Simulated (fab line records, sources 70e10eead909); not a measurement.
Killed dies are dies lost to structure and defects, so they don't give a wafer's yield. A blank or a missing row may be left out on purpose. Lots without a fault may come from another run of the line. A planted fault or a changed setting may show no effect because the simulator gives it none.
A struck lot beside a sound one | flow nand_harc | 14 steps out of a route of 1302
Sound: wafers L351.3, L351.4, L351.6. Struck: wafers L360.1, L360.3, L360.4. The cause comes at the end.
At each step with rows: each side's tool, then ch and its chambers, then its first start. Under that, the readings that differ: sound wafers | struck wafers | difference of the means | sigmas: that difference in standard deviations of wafers without a fault.
alike: readings whose means differ by less than 2 such deviations, and words and numbers that are the same on both sides. not compared: withheld readings, readings that some wafer has no value for, bounds like >300 that may hide the same value, and numbers for which the record gives no deviation and whose values overlap.
The two part at a step that has a row with sigmas, a row that says differs or no value, or rows on one side only. Numbers that don't overlap but have no deviation are shown without sigmas and don't part them. A reading that every wafer of one side lacks parts them only if that side has two wafers or more.

NHARC_P_M0_PRE_CLEAN_29: time 30 s.
  sound on pvd_sputter-02; struck on pvd_sputter-03
  alike: heater_power_w
NHARC_P_M0_PVD_20: deposits TaN, target thk 5 nm, time 8.06 s.
  sound on pvd_sputter-02; struck on pvd_sputter-03
  alike: throttle_valve_pct
NHARC_P_M0_PVD_21: deposits Cu, target thk 30 nm, time 20.49 s.
  sound on pvd_sputter-02; struck on pvd_sputter-03
  alike: throttle_valve_pct
then, 2 steps without rows for these wafers: NHARC_P_M0_ECD_22 (material Cu, target thk 400 nm); NHARC_P_M0_ANNEAL_30 (time 90 s).
NHARC_P_M0_CMP_23: polishes, t overpolish 20 s, target thk 117.54 nm.
  sound on cmp-02 ch 0,1, day 6 23:23; struck on cmp-04 ch 1,2,3, day 10 20:12
  alike: motor_current_A, time_to_endpoint_s
NHARC_P_M0_THK_MEAS_24: measures by xrf.
  sound on film_metro-02, day 6 23:41; struck on film_metro-02, day 10 20:29
  alike: thk_nm
then, 1 step without rows for these wafers: NHARC_P_M0_SRD_25.
NHARC_P_M0_INSPECT_27:
  sound on defect_inspect-02, day 6 23:52; struck on defect_inspect-02, day 10 20:38
  alike: raw_defect_count
NHARC_P_M0_PRE_CLEAN_31: time 12 s.
  sound on pecvd-03 ch 0,1,2, day 6 23:56; struck on pecvd-04 ch 1,2, day 10 20:43
  alike: heater_power_outer_w, heater_power_w
then, 1 step without rows for these wafers: NHARC_P_M0_DEP_32 (deposits SiCN, target thk 30 nm).
NHARC_P_M1_DEP_00: deposits SiOC, target thk 182.5 nm.
  sound on pecvd-01 ch 0,1,2, day 7 00:25; struck on pecvd-01 ch 0,2, day 10 21:12
  reading            | sound             | struck            | difference | sigmas
  rf_fwd_power_W (W) | 600.0 600.5 600.2 | 502.5 502.9 503.4 | -97.3      | -54
then, 1 step without rows for these wafers: NHARC_P_M1_DEHYDRATE_01 (time 120 s).
-- the record jumps here: 18 days lie between the struck wafers' starts before and after (it left off in module P_M1 and takes up again in module END, whose first step shown is number 1302 of the route) --
NHARC_END_SORT_01:
  sound on prober-01 ch 0, day 25 07:04; struck on prober-01 ch 0, day 28 18:53
  alike: defect_limited_yield, killed_at_array, killed_at_other, killed_at_periphery, killed_dies, killed_open, killed_short

WHERE THEY PART
Only at NHARC_P_M1_DEP_00, within this record. Later steps at which nothing parts them and some readings are alike: NHARC_END_SORT_01.

WHY: what the simulator had put in
Process parameter drift: pecvd-01, from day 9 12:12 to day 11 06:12, at NHARC_P_M1_DEP_00. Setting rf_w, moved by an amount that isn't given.
